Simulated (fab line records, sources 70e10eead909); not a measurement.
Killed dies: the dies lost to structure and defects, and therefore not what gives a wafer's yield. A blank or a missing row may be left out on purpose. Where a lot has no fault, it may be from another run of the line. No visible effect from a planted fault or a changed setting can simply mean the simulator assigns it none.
fab line records -- flow nand_harc
record: lots: 6, wafers: 18, last_day: 29
route steps=1302 shown P_ZERO_WELL@61 P_STI@69 END@1302
lots that met no fault: taken from a fault-free run of the same line
start_h: hours from the record's opening day to when the first of the lot's shown wafers began -- wait_h: hours since the lot's step before -- " the same as in the row above -- L1.1+2: a single row standing in for several wafers -- - no value, or no start was given -- * or withheld: withheld -- < > ~ a bound
route shown NAME@n: names a module that has steps shown in the file, with the first one's number in the route -- usual: average and standard deviation across the fault-free wafers -- same: alike in all rows -- chamber/n: place in a boat -- sites: each site's reading -- _std_site: the standard deviation of these -- _edge_site: mean of outer sites minus mean of inner sites -- radius_mm: how far each site lies from the wafer's centre -- mask NAME#n: copy n -- behind: the tool/chamber that last shaped the wafer -- hold: what put the lot on hold/how long, in hours/how the hold closed -- device: the transistor (n, p or np) that didn't switch -- end of line: tests run on the same wafers once the route is complete -- step lacking rows: just its recipe -- killed: not the wafer's yield, but the dies lost to structure and defects at the first sort -- map: the dies of a wafer, with x for killed, . for not killed, _ for no die there
set.NAME: the setting that was run; set.NAME@STEP: the one run at that earlier step -- model.NAME: the simulator's own value behind a step, which no gauge read
lots seen at some steps along the route; tables by step, rows by wafer
services: from which hour (start_h, from the record's first day; less than 0 if before it) a tool's chamber was out of use, for how many hours, and why
== steps ==
step: NHARC_P_ZERO_WELL_DESCUM_54
recipe: time_s: 3, o2_flow_sccm: 200, ar_flow_sccm: 0, bias_power_w: 0, chemistry: O2
usual: drypump_motor_current_A: 6.0/0.34, o2_flow_sccm: 200.0/0.61, oes_product_au: 1.000/0.012, rf_vpp_V: 57.9/0.8, showerhead_plenum_p_Torr: 1.94/0.068, throttle_valve_pct: 11.311/0.0091
same: bias_power_w: 0
lot.wafer,tool,chamber,start_h,wait_h,drypump_motor_current_A,o2_flow_sccm,oes_product_au,rf_hours_counter_h,rf_vpp_V,showerhead_plenum_p_Torr,throttle_valve_pct
L534.4,rie_diel-01,1,55.94,-,6.5,200.2,1.012,5,57.3,1.90,11.303
L534.2,rie_diel-01,2,55.94,-,6.0,199.6,1.008,5,58.1,1.88,11.308
L534.1,rie_diel-01,3,55.94,-,6.5,200.1,0.983,5,58.0,1.95,11.318
L537.4,rie_diel-07,0,85.80,-,5.1,199.2,0.979,49,57.7,1.93,11.315
L537.6,rie_diel-07,3,85.80,-,5.9,199.9,0.992,-,58.6,2.02,11.320
L537.5,rie_diel-07,0,85.80,-,5.1,200.4,0.989,-,58.0,1.93,11.316
L541.1,rie_diel-03,1,125.56,-,6.3,199.8,0.986,5,57.0,1.90,11.293
L541.3,rie_diel-03,3,125.56,-,6.2,200.3,0.983,3,58.6,2.02,11.314
L541.5,rie_diel-03,1,125.56,-,6.3,200.2,0.967,-,57.2,1.90,11.303
L542.3,rie_diel-03,1,135.83,-,6.3,200.6,0.972,7,59.7,1.90,11.301
L542.4,rie_diel-03,3,135.83,-,6.2,199.9,1.000,4,57.8,2.02,11.309
L542.1,rie_diel-03,0,135.83,-,6.1,200.5,1.008,5,58.4,1.92,11.313
L543.3,rie_diel-07,2,145.86,-,5.6,200.1,0.988,5,57.7,1.82,11.293
L543.6,rie_diel-07,3,145.86,-,5.9,200.5,0.990,-,58.3,2.01,11.327
L543.5,rie_diel-07,0,145.86,-,5.1,199.0,0.970,-,58.0,1.92,11.319
L544.1,rie_diel-01,0,155.92,-,5.7,199.5,0.990,36,56.6,1.94,11.310
L544.4,rie_diel-01,2,155.92,-,6.0,199.5,1.006,38,58.2,1.87,11.306
L544.2,rie_diel-01,3,155.92,-,6.5,199.7,1.006,36,57.1,1.94,11.306
step: NHARC_P_ZERO_WELL_IMPLANT_55
recipe: energy_kev: 180, dose_cm2: 8e+11, tilt_deg: 7
step: NHARC_P_ZERO_WELL_IMPLANT_61
recipe: energy_kev: 30, dose_cm2: 5e+11, tilt_deg: 7
step: NHARC_P_ZERO_WELL_STRIP_56
recipe: time_s: 840, temp_c: 130, chemistry: SPM
step: NHARC_P_ZERO_WELL_PRECLEAN_68
recipe: time_s: 60, temp_c: 50, bath_age_min: 0, chemistry: SC1
step: NHARC_P_ZERO_WELL_SRD_69
step: NHARC_P_ZERO_WELL_RTA_42
recipe: temp_c: 1100, time_s: 300
usual: lamp_power_pct: 35/3.5, lamp_zone_3_pct: 35/3.5, wafer_temp_C_max: 1104.3/0.96
lot.wafer,tool,chamber,start_h,wait_h,lamp_power_pct,lamp_zone_3_pct,wafer_temp_C_max
L534.1,rtp_anneal-02,0,56.92,-,39,39,1101.7
L534.2,rtp_anneal-02,0,56.92,-,39,39,1103.9
L534.4,rtp_anneal-02,0,56.92,-,39,39,1103.7
L537.4,rtp_anneal-02,0,87.09,-,39,39,1104.4
L537.5,rtp_anneal-02,0,87.09,-,39,39,1105.7
L537.6,rtp_anneal-02,0,87.09,-,39,39,1103.7
L541.1,rtp_anneal-01,0,126.52,-,32,32,1104.6
L541.3,rtp_anneal-01,0,126.52,-,32,32,1102.5
L541.5,rtp_anneal-01,0,126.52,-,32,32,1104.2
L542.1,rtp_anneal-02,0,136.81,-,39,39,1103.5
L542.3,rtp_anneal-02,0,136.81,-,39,39,1104.4
L542.4,rtp_anneal-02,0,136.81,-,39,39,1105.7
L543.3,rtp_anneal-01,0,147.01,-,32,32,1104.8
L543.5,rtp_anneal-01,0,147.01,-,32,32,1104.5
L543.6,rtp_anneal-01,0,147.01,-,32,32,1107.4
L544.1,rtp_anneal-02,0,156.90,-,39,39,1104.5
L544.2,rtp_anneal-02,0,156.90,-,39,39,1103.3
L544.4,rtp_anneal-02,0,156.90,-,39,39,1104.0
step: NHARC_P_ZERO_WELL_INSPECT_43
usual: raw_defect_count: 13/5.7
lot.wafer,tool,chamber,start_h,wait_h,raw_defect_count
L534.1,defect_inspect-01,-,57.59,0.6,17
L534.2,defect_inspect-01,-,57.59,0.6,8
L534.4,defect_inspect-01,-,57.59,0.6,29
L537.4,defect_inspect-01,-,87.46,0.3,12
L537.5,defect_inspect-01,-,87.46,0.3,8
L537.6,defect_inspect-01,-,87.46,0.3,7
L541.1,defect_inspect-01,-,127.21,0.6,9
L541.3,defect_inspect-01,-,127.21,0.6,9
L541.5,defect_inspect-01,-,127.21,0.6,13
L542.1,defect_inspect-01,-,137.48,0.6,7
L542.3,defect_inspect-01,-,137.48,0.6,15
L542.4,defect_inspect-01,-,137.48,0.6,20
L543.3,defect_inspect-02,-,147.48,0.4,24
L543.5,defect_inspect-02,-,147.48,0.4,19
L543.6,defect_inspect-02,-,147.48,0.4,19
L544.1,defect_inspect-01,-,157.58,0.6,21
L544.2,defect_inspect-01,-,157.58,0.6,17
L544.4,defect_inspect-01,-,157.58,0.6,12
step: NHARC_P_STI_ETCH_26
recipe: target_depth_a: 110, chemistry: dHF, material: SiO2
step: NHARC_P_STI_PRECLEAN_27
recipe: time_s: *, temp_c: 50, bath_age_min: 0, chemistry: SC1
step: NHARC_P_STI_SRD_28
step: NHARC_P_STI_OXIDE_29
recipe: target_thk_a: 100, temp_c: 900, ox_time_s: 1362, material: SiO2
step: NHARC_P_STI_HM_DEP_30
recipe: target_thk_a: 800, temp_c: 790, pressure_mtorr: 300, time_s: 873, material: Si3N4
lot.wafer,tool,chamber,start_h,wait_h
L534.1+2+4,lpcvd-01,0,70.73,5.5
L537.4+5+6,lpcvd-02,0,98.07,3.5
L541.1+3+5,lpcvd-02,0,138.79,3.5
L542.1+3+4,lpcvd-02,1,148.41,3.5
L543.3+5+6,lpcvd-02,1,158.54,3.5
L544.1+2+4,lpcvd-02,1,168.31,3.5
step: NHARC_P_STI_DEHYDRATE_01
recipe: temp_c: 150, time_s: 120
step: NHARC_P_STI_HMDS_02
recipe: time_s: 30
step: NHARC_P_STI_COAT_41
recipe: temp_c: 200, time_s: 65
step: NHARC_P_STI_COAT_03
recipe: spin_rpm: 2000, resist_thk_nm: 600
step: NHARC_P_STI_SOFTBAKE_04
recipe: temp_c: 125, time_s: 70
step: NHARC_P_STI_EBR_05
step: NHARC_P_STI_EXPOSE_06
recipe: na: 0.55, target_cd_nm: 200, dose_mj: 37.69, mask_id: P_STI
step: NHARC_P_STI_PEB_07
recipe: peb_temp_c: 128, peb_time_s: 80
step: NHARC_P_STI_DEVELOP_08
recipe: time_s: 50, dev_temp_c: 22
step: NHARC_P_STI_CD_MEAS_09
recipe: target_cd_nm: 200, landing_energy_ev: 500
usual: cd_nm: 200.3/2
lot.wafer,tool,chamber,start_h,wait_h,cd_nm
L534.1,cd_sem-02,0,74.82,-,198.8
L534.2,cd_sem-02,0,74.82,-,198.4
L534.4,cd_sem-02,0,74.82,-,202.2
L537.4,cd_sem-02,0,102.06,-,197.4
L537.5,cd_sem-02,0,102.06,-,199.8
L537.6,cd_sem-02,0,102.06,-,200.1
L541.1,cd_sem-02,0,142.88,-,198.5
L541.3,cd_sem-02,0,142.88,-,201.0
L541.5,cd_sem-02,0,142.88,-,199.6
L542.1,cd_sem-02,0,152.43,-,203.6
L542.3,cd_sem-02,0,152.43,-,205.5
L542.4,cd_sem-02,0,152.43,-,203.8
L543.3,cd_sem-02,0,164.32,-,202.8
L543.5,cd_sem-02,0,164.32,-,201.7
L543.6,cd_sem-02,0,164.32,-,201.1
L544.1,cd_sem-01,0,172.44,-,199.1
L544.2,cd_sem-01,0,172.44,-,196.0
L544.4,cd_sem-01,0,172.44,-,200.2
step: NHARC_P_STI_OVL_MEAS_10
usual: overlay_x_nm: 0/5.5, overlay_y_nm: -1/6.7
lot.wafer,tool,chamber,start_h,wait_h,overlay_x_nm,overlay_y_nm
L534.1,overlay-02,-,74.91,-,-9,-7
L534.2,overlay-02,-,74.91,-,-9,-8
L534.4,overlay-02,-,74.91,-,-9,-8
L537.4,overlay-02,-,102.14,-,-5,6
L537.5,overlay-02,-,102.14,-,-4,6
L537.6,overlay-02,-,102.14,-,-4,6
L541.1,overlay-01,-,142.97,-,5,-5
L541.3,overlay-01,-,142.97,-,5,-4
L541.5,overlay-01,-,142.97,-,5,-5
L542.1,overlay-02,-,152.52,-,-8,0
L542.3,overlay-02,-,152.52,-,-8,-1
L542.4,overlay-02,-,152.52,-,-8,0
L543.3,overlay-01,-,164.40,-,5,12
L543.5,overlay-01,-,164.40,-,4,12
L543.6,overlay-01,-,164.40,-,4,12
L544.1,overlay-01,-,172.53,-,-3,-2
L544.2,overlay-01,-,172.53,-,-4,-2
L544.4,overlay-01,-,172.53,-,-3,-2
step: NHARC_P_STI_INSPECT_11
usual: raw_defect_count: 5.7/2.9
lot.wafer,tool,chamber,start_h,wait_h,raw_defect_count
L534.1,defect_inspect-01,-,74.95,0.0,4
L534.2,defect_inspect-01,-,74.95,0.0,8
L534.4,defect_inspect-01,-,74.95,0.0,13
L537.4,defect_inspect-01,-,102.18,0.0,9
L537.5,defect_inspect-01,-,102.18,0.0,6
L537.6,defect_inspect-01,-,102.18,0.0,7
L541.1,defect_inspect-01,-,143.01,0.0,4
L541.3,defect_inspect-01,-,143.01,0.0,2
L541.5,defect_inspect-01,-,143.01,0.0,4
L542.1,defect_inspect-02,-,152.56,0.0,5
L542.3,defect_inspect-02,-,152.56,0.0,5
L542.4,defect_inspect-02,-,152.56,0.0,8
L543.3,defect_inspect-01,-,164.44,0.0,5
L543.5,defect_inspect-01,-,164.44,0.0,3
L543.6,defect_inspect-01,-,164.44,0.0,3
L544.1,defect_inspect-02,-,172.57,0.0,6
L544.2,defect_inspect-02,-,172.57,0.0,6
L544.4,defect_inspect-02,-,172.57,0.0,7
step: NHARC_P_STI_HARDBAKE_13
recipe: temp_c: 118, time_s: 65
step: NHARC_P_STI_DESCUM_14
recipe: time_s: 3, o2_flow_sccm: 200, ar_flow_sccm: 0, bias_power_w: 0, chemistry: O2
usual: drypump_motor_current_A: 5.5/0.51, o2_flow_sccm: 199.9/0.63, oes_product_au: 0.994/0.0074, rf_vpp_V: 57.7/0.99, showerhead_plenum_p_Torr: 1.89/0.082, throttle_valve_pct: 11.311/0.0092
same: bias_power_w: 0
lot.wafer,tool,chamber,start_h,wait_h,drypump_motor_current_A,o2_flow_sccm,oes_product_au,rf_hours_counter_h,rf_vpp_V,showerhead_plenum_p_Torr,throttle_valve_pct
L534.4,rie_diel-06,1,75.08,-,6.0,199.2,0.995,9,56.6,1.78,11.317
L534.2,rie_diel-06,2,75.08,-,6.0,199.9,0.990,9,59.2,1.94,11.305
L534.1,rie_diel-06,3,75.08,-,5.3,200.2,1.002,12,57.4,1.93,11.309
L537.4,rie_diel-13,2,102.34,-,6.2,200.0,0.993,6,56.3,1.81,11.303
L537.5,rie_diel-13,3,102.34,-,5.1,201.2,1.003,-,56.8,1.90,11.322
L537.6,rie_diel-13,0,102.34,-,5.8,200.2,0.979,-,59.0,1.84,11.313
L541.1,rie_diel-13,0,143.16,-,5.7,199.5,0.991,9,57.7,1.83,11.302
L541.3,rie_diel-13,1,143.16,-,5.0,199.7,0.998,8,57.7,1.88,11.312
L541.5,rie_diel-13,2,143.16,-,6.2,200.6,1.003,-,56.7,1.81,11.324
L542.3,rie_diel-06,3,152.70,-,5.3,200.7,0.993,1,58.2,1.93,11.309
L542.1,rie_diel-06,0,152.70,-,6.3,201.1,0.992,1,59.3,1.85,11.300
L542.4,rie_diel-06,1,152.70,-,6.0,199.5,0.991,1,56.9,1.77,11.309
L543.3,rie_diel-06,3,164.57,-,5.3,199.6,0.983,2,58.0,1.93,11.310
L543.5,rie_diel-06,3,164.57,-,5.3,199.6,0.995,-,57.6,1.93,11.293
L543.6,rie_diel-06,0,164.57,-,6.2,200.4,0.994,-,56.7,1.85,11.318
L544.1,rie_diel-08,1,172.70,-,5.1,200.1,0.984,8,59.4,2.07,11.318
L544.4,rie_diel-08,2,172.70,-,4.8,201.0,0.983,9,59.2,1.95,11.301
L544.2,rie_diel-08,3,172.70,-,5.2,199.8,0.996,6,56.5,1.80,11.315
step: NHARC_P_STI_ETCH_42
recipe: target_depth_a: 800, overetch_a: 240, time_s: 61, ion_energy_ev: 200, n2_flow_sccm: 150, h2_flow_sccm: 150, ar_flow_sccm: 0, rf_w: 400, bias_w: 150, chemistry: N2/H2
step: NHARC_P_STI_ETCH_31
recipe: target_depth_a: 1089, time_s: 54.5, cf4_flow_sccm: 100, chf3_flow_sccm: 30, ar_flow_sccm: 0, rf_w: 500, bias_w: 200, chemistry: CF4/CHF3
step: NHARC_P_STI_ETCH_15
recipe: target_depth_a: 3000, taper_deg: 4, time_s: 100.1, hbr_flow_sccm: 150, cl2_flow_sccm: 50, rf_w: 400, icp_w: 400, bias_w: 100, chemistry: HBr/Cl2
usual: drypump_motor_current_A: 5.7/0.55, oes_product_au: 1.002/0.009, throttle_valve_pct: 26.404/0.0083
lot.wafer,tool,chamber,start_h,wait_h,drypump_motor_current_A,oes_product_au,rf_hours_counter_h,throttle_valve_pct
L534.2,rie_si-05,1,75.36,-,5.0,1.006,0.8,26.397
L534.1,rie_si-05,2,75.36,-,6.4,1.021,0.7,26.418
L534.4,rie_si-05,3,75.36,-,6.3,1.006,0.8,26.414
L537.4,rie_si-06,1,102.63,-,5.4,1.002,0.1,26.404
L537.6,rie_si-06,2,102.63,-,4.8,1.000,-,26.378
L537.5,rie_si-06,3,102.63,-,5.6,0.988,-,26.402
L541.3,rie_si-01,2,143.45,-,5.6,1.002,0.4,26.415
L541.1,rie_si-01,3,143.45,-,5.6,0.997,0.7,26.385
L541.5,rie_si-01,0,143.45,-,6.4,0.996,-,26.402
L542.4,rie_si-01,2,152.97,-,5.6,1.012,0.6,26.406
L542.1,rie_si-01,0,152.97,-,6.4,1.010,0.9,26.406
L542.3,rie_si-01,1,152.97,-,6.4,0.999,0.9,26.409
L543.3,rie_si-05,2,164.89,-,6.3,1.008,0.2,26.403
L543.5,rie_si-05,3,164.89,-,6.3,1.004,-,26.401
L543.6,rie_si-05,0,164.89,-,5.5,1.002,-,26.392
L544.4,rie_si-05,1,172.98,-,5.0,0.999,0.2,26.385
L544.1,rie_si-05,3,172.98,-,6.3,1.015,0.3,26.401
L544.2,rie_si-05,0,172.98,-,5.5,1.012,0.3,26.405
step: NHARC_P_STI_CD_MEAS_16
usual: cd_nm: 200.0/2.1
lot.wafer,tool,chamber,start_h,wait_h,cd_nm
L534.1,cd_sem-01,-,75.52,-,200.1
L534.2,cd_sem-01,-,75.52,-,197.3
L534.4,cd_sem-01,-,75.52,-,201.4
L537.4,cd_sem-03,-,102.76,-,195.8
L537.5,cd_sem-03,-,102.76,-,199.2
L537.6,cd_sem-03,-,102.76,-,200.2
L541.1,cd_sem-03,-,143.58,-,199.7
L541.3,cd_sem-03,-,143.58,-,200.3
L541.5,cd_sem-03,-,143.58,-,199.5
L542.1,cd_sem-03,-,153.13,-,203.5
L542.3,cd_sem-03,-,153.13,-,205.8
L542.4,cd_sem-03,-,153.13,-,203.7
L543.3,cd_sem-02,-,165.01,-,201.3
L543.5,cd_sem-02,-,165.01,-,199.0
L543.6,cd_sem-02,-,165.01,-,198.5
L544.1,cd_sem-01,-,173.13,-,197.3
L544.2,cd_sem-01,-,173.13,-,196.1
L544.4,cd_sem-01,-,173.13,-,200.1
step: NHARC_P_STI_OCD_MEAS_17
usual: trench_foot_cd_nm: 158.1/2
lot.wafer,tool,chamber,start_h,wait_h,trench_foot_cd_nm
L534.1,ocd-01,-,75.60,0.1,155.7
L534.2,ocd-01,-,75.60,0.1,155.9
L534.4,ocd-01,-,75.60,0.1,159.5
L537.4,ocd-02,-,102.84,0.1,154.3
L537.5,ocd-02,-,102.84,0.1,158.6
L537.6,ocd-02,-,102.84,0.1,158.4
L541.1,ocd-02,-,143.67,0.1,156.8
L541.3,ocd-02,-,143.67,0.1,158.7
L541.5,ocd-02,-,143.67,0.1,157.5
L542.1,ocd-01,-,153.22,0.1,161.7
L542.3,ocd-01,-,153.22,0.1,162.9
L542.4,ocd-01,-,153.22,0.1,161.1
L543.3,ocd-02,-,165.10,0.1,160.8
L543.5,ocd-02,-,165.10,0.1,159.0
L543.6,ocd-02,-,165.10,0.1,159.0
L544.1,ocd-01,-,173.22,0.1,156.8
L544.2,ocd-01,-,173.22,0.1,153.2
L544.4,ocd-01,-,173.22,0.1,158.1
step: NHARC_P_STI_STRIP_19
recipe: time_s: 900, temp_c: 130, chemistry: SPM
step: NHARC_P_STI_PRECLEAN_32
recipe: time_s: *, temp_c: 50, bath_age_min: 0, chemistry: SC1
step: NHARC_P_STI_SRD_23
step: NHARC_P_STI_OCD_MEAS_43
usual: trench_foot_cd_nm: 158.1/2
lot.wafer,tool,chamber,start_h,wait_h,trench_foot_cd_nm
L534.1,ocd-02,-,76.11,-,155.9
L534.2,ocd-02,-,76.11,-,156.7
L534.4,ocd-02,-,76.11,-,159.8
L537.4,ocd-01,-,103.35,-,154.7
L537.5,ocd-01,-,103.35,-,158.9
L537.6,ocd-01,-,103.35,-,158.4
L541.1,ocd-01,-,144.18,-,157.1
L541.3,ocd-01,-,144.18,-,158.7
L541.5,ocd-01,-,144.18,-,157.5
L542.1,ocd-02,-,153.72,-,162.0
L542.3,ocd-02,-,153.72,-,163.2
L542.4,ocd-02,-,153.72,-,161.1
L543.3,ocd-01,-,165.61,-,160.7
L543.5,ocd-01,-,165.61,-,158.0
L543.6,ocd-01,-,165.61,-,159.0
L544.1,ocd-02,-,173.73,-,156.3
L544.2,ocd-02,-,173.73,-,152.7
L544.4,ocd-02,-,173.73,-,158.5
step: NHARC_P_STI_OXIDE_33
recipe: target_thk_a: 100, temp_c: 1000, ox_time_s: 281, material: SiO2
step: NHARC_P_STI_HDPCVD_20
recipe: target_thk_a: withheld, sigma_open_frac: withheld, material: SiO2
step: NHARC_P_STI_ANNEAL_34
recipe: temp_c: 1000, time_s: 1800
step: NHARC_P_STI_CMP_21
recipe: t_overpolish_s: 20, target_thk_nm: 380.67
usual: motor_current_A: 12.3/1.2, overpolish_run_s: 20.001/0.0087
lot.wafer,tool,chamber,start_h,wait_h,motor_current_A,overpolish_run_s
L534.2,cmp-01,0,92.89,0.4,11.9,19.997
L534.1,cmp-01,1,92.89,0.4,10.6,20.005
L534.4,cmp-01,3,92.89,0.4,14.0,19.989
L537.4,cmp-02,1,121.11,0.4,12.9,19.989
L537.6,cmp-02,0,121.11,0.4,11.6,20.010
L537.5,cmp-02,1,121.11,0.4,13.0,19.998
L541.1,cmp-02,0,162.48,0.4,12.0,19.989
L541.3,cmp-02,3,162.48,0.4,10.2,19.997
L541.5,cmp-02,1,162.48,0.4,13.0,20.013
L542.1,cmp-01,3,170.15,0.4,13.8,20.008
L542.4,cmp-01,0,170.15,0.4,12.3,20.000
L542.3,cmp-01,1,170.15,0.4,11.1,20.014
L543.3,cmp-02,0,183.84,0.4,11.5,20.015
L543.5,cmp-02,0,183.84,0.4,12.0,19.995
L543.6,cmp-02,1,183.84,0.4,13.9,20.005
L544.2,cmp-02,3,190.29,0.4,10.3,20.008
L544.4,cmp-02,1,190.29,0.4,12.7,19.997
L544.1,cmp-02,2,190.29,0.4,14.0,20.011
step: NHARC_P_STI_SRD_35
step: NHARC_END_SORT_01
recipe: temp_c: 25
usual: killed_at_array: 54/21, killed_at_other: 1.0/1.2, killed_at_periphery: 3.6/2.6, killed_dies: 58/20, killed_open: 3.3/1.9, killed_short: 2.6/1.5
same: gross_dies: 677
lot.wafer,tool,chamber,start_h,wait_h,killed_at_array,killed_at_other,killed_at_periphery,killed_dies,killed_open,killed_short
L544.1,prober-01,0,687.50,2.6,29,0,648,677,4,1
L544.2,prober-01,0,688.30,2.8,27,0,650,677,1,1
L544.4,prober-01,0,689.90,3.4,38,0,639,677,2,3
L543.3,prober-02,0,689.03,3.1,18,1,658,677,0,3
L543.5,prober-02,0,690.65,3.7,21,0,656,677,4,3
L543.6,prober-02,0,691.46,4.0,22,1,654,677,5,2
killed by level:class
L544.1 P_STI:area_dep=637 A_CHANNEL_HOLE_D1:chamber_film_flake=8 P_GATE:chamber_film_flake=6 A_CONTACT:chamber_film_flake=6 A_CHANNEL_FILL_D2:chamber_film_flake=3 A_STAIRCASE:chamber_film_flake=3 A_SLIT:chamber_film_flake=3 A_M0:geometric_particle:open=2
L544.2 P_STI:area_dep=644 A_STAIRCASE:chamber_film_flake=9 A_CHANNEL_HOLE_D1:chamber_film_flake=6 A_SLIT:chamber_film_flake=5 P_GATE:chamber_film_flake=4 A_CONTACT:chamber_film_flake=3 P_M0:geometric_particle:open=1 A_ONON_D2:geometric_particle:short=1
L543.3 P_STI:area_dep=657 A_CHANNEL_HOLE_D1:chamber_film_flake=6 A_WL_FILL:chamber_film_flake=5 A_CHANNEL_FILL_D2:chamber_film_flake=2 A_DECK1_JOINT:geometric_particle:short=1 A_ONON_D2:geometric_particle:short=1 A_M0:geometric_particle:short=1 P_GATE:chamber_film_flake=1
L544.4 P_STI:area_dep=632 A_CHANNEL_HOLE_D1:chamber_film_flake=11 A_SLIT:chamber_film_flake=6 P_GATE:chamber_film_flake=5 A_CHANNEL_FILL_D2:chamber_film_flake=4 A_CONTACT:chamber_film_flake=4 A_ZERO_WELL:chamber_film_flake=3 A_CHANNEL_FILL_D1:chamber_film_flake=3
L543.5 P_STI:area_dep=652 A_CHANNEL_HOLE_D1:chamber_film_flake=5 A_WL_FILL:chamber_film_flake=4 A_STAIRCASE:chamber_film_flake=3 A_ONON_D1:geometric_particle:short=2 A_SLIT:chamber_film_flake=2 P_GATE:geometric_particle:open=1 P_M0:geometric_particle:open=1
L543.6 P_STI:area_dep=653 A_CHANNEL_HOLE_D1:chamber_film_flake=6 A_WL_FILL:chamber_film_flake=5 A_ONON_D2:geometric_particle:open=2 A_SLIT:chamber_film_flake=2 P_M1:geometric_particle:short=1 A_CHANNEL_HOLE_D2:geometric_particle:short=1 A_CHANNEL_FILL_D2:geometric_particle:open=1
map L543.3 (x killed, . not)
____________x____________
_________xxxxxxx_________
_______xxxxxxxxxxx_______
______xxxxxxxxxxxxx______
_____xxxxxxxxxxxxxxx_____
____xxxxxxxxxxxxxxxxx____
____xxxxxxxxxxxxxxxxx____
___xxxxxxxxxxxxxxxxxxx___
___xxxxxxxxxxxxxxxxxxx___
__xxxxxxxxxxxxxxxxxxxxx__
__xxxxxxxxxxxxxxxxxxxxx__
_xxxxxxxxxxxxxxxxxxxxxxx_
_xxxxxxxxxxxxxxxxxxxxxxx_
_xxxxxxxxxxxxxxxxxxxxxxx_
_xxxxxxxxxxxxxxxxxxxxxxx_
_xxxxxxxxxxxxxxxxxxxxxxx_
xxxxxxxxxxxxxxxxxxxxxxxxx
xxxxxxxxxxxxxxxxxxxxxxxxx
xxxxxxxxxxxxxxxxxxxxxxxxx
xxxxxxxxxxxxxxxxxxxxxxxxx
xxxxxxxxxxxxxxxxxxxxxxxxx
_xxxxxxxxxxxxxxxxxxxxxxx_
_xxxxxxxxxxxxxxxxxxxxxxx_
_xxxxxxxxxxxxxxxxxxxxxxx_
_xxxxxxxxxxxxxxxxxxxxxxx_
_xxxxxxxxxxxxxxxxxxxxxxx_
__xxxxxxxxxxxxxxxxxxxxx__
__xxxxxxxxxxxxxxxxxxxxx__
___xxxxxxxxxxxxxxxxxxx___
___xxxxxxxxxxxxxxxxxxx___
____xxxxxxxxxxxxxxxxx____
____xxxxxxxxxxxxxxxxx____
_____xxxxxxxxxxxxxxx_____
______xxxxxxxxxxxxx______
_______xxxxxxxxxxx_______
_________xxxxxxx_________
____________x____________
map L544.1 (x killed, . not)
____________x____________
_________xxxxxxx_________
_______xxxxxxxxxxx_______
______xxxxxxxxxxxxx______
_____xxxxxxxxxxxxxxx_____
____xxxxxxxxxxxxxxxxx____
____xxxxxxxxxxxxxxxxx____
___xxxxxxxxxxxxxxxxxxx___
___xxxxxxxxxxxxxxxxxxx___
__xxxxxxxxxxxxxxxxxxxxx__
__xxxxxxxxxxxxxxxxxxxxx__
_xxxxxxxxxxxxxxxxxxxxxxx_
_xxxxxxxxxxxxxxxxxxxxxxx_
_xxxxxxxxxxxxxxxxxxxxxxx_
_xxxxxxxxxxxxxxxxxxxxxxx_
_xxxxxxxxxxxxxxxxxxxxxxx_
xxxxxxxxxxxxxxxxxxxxxxxxx
xxxxxxxxxxxxxxxxxxxxxxxxx
xxxxxxxxxxxxxxxxxxxxxxxxx
xxxxxxxxxxxxxxxxxxxxxxxxx
xxxxxxxxxxxxxxxxxxxxxxxxx
_xxxxxxxxxxxxxxxxxxxxxxx_
_xxxxxxxxxxxxxxxxxxxxxxx_
_xxxxxxxxxxxxxxxxxxxxxxx_
_xxxxxxxxxxxxxxxxxxxxxxx_
_xxxxxxxxxxxxxxxxxxxxxxx_
__xxxxxxxxxxxxxxxxxxxxx__
__xxxxxxxxxxxxxxxxxxxxx__
___xxxxxxxxxxxxxxxxxxx___
___xxxxxxxxxxxxxxxxxxx___
____xxxxxxxxxxxxxxxxx____
____xxxxxxxxxxxxxxxxx____
_____xxxxxxxxxxxxxxx_____
______xxxxxxxxxxxxx______
_______xxxxxxxxxxx_______
_________xxxxxxx_________
____________x____________
== services ==
tool,chamber,start_h,hours,kind
rie_diel-07,3,32.89,1.9,repair
rie_diel-13,1,34.34,16.0,repair
cmp-02,-,36.50,4.0,pm
cmp-02,-,43.85,2.2,repair
cmp-02,-,48.85,1.7,repair
rie_diel-03,1,49.40,4.5,repair
rie_diel-06,1,52.85,7.1,repair
rie_diel-06,0,54.87,5.0,repair
rie_diel-01,-,59.48,0.2,repair
rie_diel-13,-,65.43,0.3,repair
rie_diel-07,2,65.83,17.5,repair
rie_diel-03,0,66.51,2.2,repair
rie_diel-03,1,68.50,9.6,repair
cmp-01,-,72.93,0.6,repair
cmp-01,-,87.50,4.0,pm
rie_diel-06,1,90.05,9.1,repair
rie_diel-06,3,96.04,4.7,repair
rie_diel-03,-,104.37,9.0,pm
cmp-02,-,105.26,0.6,repair
rie_diel-07,0,111.86,6.3,repair
rie_si-05,-,118.15,0.2,repair
rie_si-05,-,128.00,9.0,pm
rie_diel-06,-,130.20,9.0,pm
cmp-02,-,134.50,4.0,pm
== key ==
first_sign: step: NHARC_END_SORT_01, reading: killed_at_periphery, direction: up, sigmas: 99+, usual: 3.6, struck: 650.8
effect: step: NHARC_END_SORT_01, reading: killed_dies, direction: up, sigmas: 30, usual: 58, struck: 677
more_kills_born_at: NHARC_P_STI_HM_DEP_30@lpcvd-02: 3875
met_at NHARC_P_STI_HM_DEP_30
struck_wafers L543.3,L543.5,L543.6,L544.1,L544.2,L544.4
later_rows_left_out L543.3,L543.5,L543.6,L544.1,L544.2,L544.4
tester_left_out L543,L544
also_fits time
fault: kind: process_parameter_drift, tool: lpcvd-02, chamber: -, onset_h: 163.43, steps: NHARC_P_STI_HM_DEP_30, channel: target_thk_a, offset: *, shape: step, end_h: 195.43, acts_in: *, stated: *
tester_left_out: of these lots the tester's yield and bins aren't shown, on N5 and GAA mostly nor the transistor test; their killed dies are dies lost to structure and defects alone, not to doping, threshold or leakage, so they don't give the yield
later_rows_left_out: the simulator's readings of these wafers behind a module that went badly wrong aren't trusted and aren't shown, but for the sort
